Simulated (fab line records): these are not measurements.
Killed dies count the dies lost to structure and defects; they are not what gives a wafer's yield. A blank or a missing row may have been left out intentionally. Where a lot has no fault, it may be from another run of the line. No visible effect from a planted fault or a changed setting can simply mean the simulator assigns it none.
Chamber matching | flow n5_finfet | N5_BEOL_M1_CO_CAP_55 on cvd_co-02: 3 sister chambers
The step material Co, precursor CCTBA/H2, target thk 2 nm, time 102.1 s. 30 wafers are shown with their chamber, then 12 later ones without.

## WAFERS WITH THEIR CHAMBER
wafer  | chamber | heater_power_w (W)
L074.1 | 0       | 275
L074.3 | 2       | 189
L074.6 | 2       | 186
L076.4 | 0       | 270
L076.5 | 2       | 189
L076.6 | 1       | 182
L079.1 | 2       | 191
L079.4 | 0       | 275
L079.5 | 1       | 184
L080.3 | 1       | 185
L080.4 | 1       | 181
L080.5 | 2       | 193
L082.3 | 0       | 273
L082.5 | 1       | 186
L082.6 | 0       | 271
L083.2 | 1       | 182
L083.3 | 0       | 272
L083.5 | 2       | 187
L084.2 | 2       | 190
L084.3 | 1       | 182
L084.5 | 2       | 196
L085.1 | 2       | 195
L085.4 | 1       | 188
L085.5 | 2       | 195
L088.4 | 2       | 191
L088.5 | 1       | 175
L088.6 | 0       | 275
L089.1 | 2       | 194
L089.2 | 1       | 188
L089.3 | 1       | 188

SIGNATURES (averages over the wafers above)
reading        | chamber 0 | chamber 1 | chamber 2 | scatter within a chamber
heater_power_w | 273.00    | 183.73    | 191.33    | 3.33
Rule: distance of a wafer from a chamber = root of the sum over the readings of ((wafer's reading minus chamber's mean) / reading's scatter) squared. If the next closest chamber is less than 2 further off than the closest, the wafer can't be placed; otherwise it belongs to the closest. The scatter is the square root of a quotient: the sum, over the shown wafers, of each reading's squared deviation from its chamber's mean, divided by wafers minus chambers.

## WAFERS MISSING THEIR CHAMBER
wafer  | heater_power_w (W)
L089.4 | 190
L089.5 | 195
L089.6 | 179
L093.2 | 274
L093.4 | 272
L093.5 | 276
L094.1 | 185
L094.2 | 275
L094.3 | 182
L094.4 | 271
L094.5 | 277
L094.6 | 188

## EACH ONE'S CHAMBER
wafer  | from the rows above     | in truth
L089.4 | can't be placed: 2 or 1 | 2
L089.5 | 2                       | 2
L089.6 | 1                       | 1
L093.2 | 0                       | 0
L093.4 | 0                       | 0
L093.5 | 0                       | 0
L094.1 | can't be placed: 1 or 2 | 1
L094.2 | 0                       | 0
L094.3 | 1                       | 1
L094.4 | 0                       | 0
L094.5 | 0                       | 0
L094.6 | can't be placed: 2 or 1 | 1
Correct placement for 9 of the 12. Not placeable from these rows: 3 (in 3, the candidates include the true chamber). Placed wrongly: 0.
